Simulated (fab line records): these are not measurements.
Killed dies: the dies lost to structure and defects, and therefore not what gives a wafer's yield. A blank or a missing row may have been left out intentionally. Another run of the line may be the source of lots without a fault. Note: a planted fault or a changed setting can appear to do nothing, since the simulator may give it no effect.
Problem report, 8D (eight disciplines) form, completed by code    flow nandHarc    the parts of the form that need people (team, actions taken, sign-off) are left out

## 1. WHAT WENT WRONG
Wafers without a fault read 29.5 s, standard deviation 2.3; timeToEndpointS at NHARC_P_M0_CMP_23 reads a mean of 9.5 s on 3 wafers belonging to 2 lots. Measured from the usual mean, that is -8.7 standard deviations.
The step: polishes, t overpolish 20 s, target thk 117.54 nm.
First observed at day 12 21:58: wafer L505.1, on cmp-04. Wafers with a number at this step in the record: 36, from 12 lots. By rule, "out" or "out of limits" means more than 4 standard deviations away from the usual mean. All remaining wafers that have a number are taken as sound.

## 2. WHAT IT IS AND WHAT IT IS NOT
question                     is                      is not
which readings at this step  timeToEndpointS         motorCurrentA
which lots                   L505, L506              L491, L493, L494, L496, L497, L498, L500, L501, L502, L504
which wafers of those lots   L505.1, L505.6, L506.1  L505.2, L506.3, L506.5
read on which tools          cmp-03, cmp-04          cmp-02
when                         from day 12 21:58       up to then (31 sound wafers); but 2 sound wafers of L506 came after

## 3. THE SUSPECTS, EACH WITH WHAT RULES IT OUT
Counting: if a tool at a process step up to the reading ran every lot that is out, it stays a suspect. Sound lots after the first of them don't rule it out here, since some wafers of a struck lot are sound.
- ecdCu-01 at NHARC_P_M0_ECD_22 (material Cu, target thk 400 nm): kept. Ran every lot that is out, first one L505 (day 12 21:13); last sound lot up to then L501 (day 11 04:45).
After counting, what remains is ecdCu-01 at NHARC_P_M0_ECD_22.

## 4. THE CAUSE (what the simulator had put in)
ecdCu-01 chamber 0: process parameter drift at NHARC_P_M0_ECD_22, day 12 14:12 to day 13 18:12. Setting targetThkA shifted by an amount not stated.
Only this tool survived the counting.

## 5. THE EFFECT CHAIN, in route order
One row per reading whose mean, taken over the struck wafers that have a number, lies over 3 standard deviations from the usual. Readings are gone through only where the record gives a usual standard deviation; hours: the median, over the lots, of the time from a lot's start at the first step in this table giving one to that lot's start at this step; sigmas: the change measured in usual standard deviations.
hours  step               reading          usual   on struck wafers  change  sigmas
0      NHARC_P_M0_CMP_23  timeToEndpointS  29.5 s  9.5               -20.0   -8.7
It contains these process steps:
- NHARC_P_M0_CMP_23: polishes, t overpolish 20 s, target thk 117.54 nm.
Later measuring or inspecting steps at which every struck wafer that the step has a row for has a number for every such reading, and none has moved that far: NHARC_P_M1_OVL_MEAS_10.

## 6. WHAT WOULD HAVE CAUGHT IT SOONER
First out-of-limits reading in this record: day 12 21:58, which is 8 hours after fault onset at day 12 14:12.
Among the 2 lots that are out, L506 began NHARC_P_M0_ECD_22 on ecdCu-01 after day 12 21:58. It would have been spared by a hold on the tool at that moment.
